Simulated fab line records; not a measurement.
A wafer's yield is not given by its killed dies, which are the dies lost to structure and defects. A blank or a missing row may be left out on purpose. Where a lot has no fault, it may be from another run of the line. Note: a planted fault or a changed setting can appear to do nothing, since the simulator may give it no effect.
Matching of chambers + flow n5Finfet + 4 sister chambers for N5_FIN_SAQP_ETCH_65 on rieSi-05
The step etches SiO2 in CF4, target depth 4 nm, time 4.4 s. 4 wafers are shown with their chamber, then 7 later ones without.

EACH WAFER AND ITS CHAMBER
| wafer  | chamber | throttleValvePct (%) |
|--------|---------|----------------------|
| L075.1 | 0       | 22.15                |
| L079.6 | 3       | 22.06                |
| L080.2 | 2       | 21.91                |
| L080.3 | 1       | 21.93                |

WAFERS WITHOUT THEIR CHAMBER
| wafer  | throttleValvePct (%) |
|--------|----------------------|
| L080.6 | 21.92                |
| L082.1 | 22.11                |
| L082.5 | 21.92                |
| L082.6 | 21.92                |
| L083.1 | 21.92                |
| L083.4 | 22.11                |
| L083.6 | 21.94                |

WHICH CHAMBER EACH ONE RAN IN
| wafer  | from the rows above     | in truth |
|--------|-------------------------|----------|
| L080.6 | can't be placed: 1 or 2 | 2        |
| L082.1 | can't be placed: 0 or 3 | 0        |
| L082.5 | can't be placed: 1 or 2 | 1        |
| L082.6 | can't be placed: 1 or 2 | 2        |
| L083.1 | can't be placed: 1 or 2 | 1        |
| L083.4 | can't be placed: 0 or 3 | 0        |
| L083.6 | can't be placed: 1 or 2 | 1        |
Correctly placed: 0 of 7. From these rows, 7 cannot be placed; in 7 the true chamber is one of the candidates. Placed wrongly: 0.
How it was worked out, from the rows above alone: a wafer's distance from a chamber is the root of the sum, over the readings, of the square of ((its reading less the chamber's mean) divided by the reading's scatter). If the next closest chamber is less than 2 further off than the closest, the wafer can't be placed; otherwise it belongs to the closest. For every chamber, the mean is computed from those of its wafers that are shown. The scatter: root of mean squared gap, hidden wafer to nearest shown wafer, with one shown wafer a chamber.
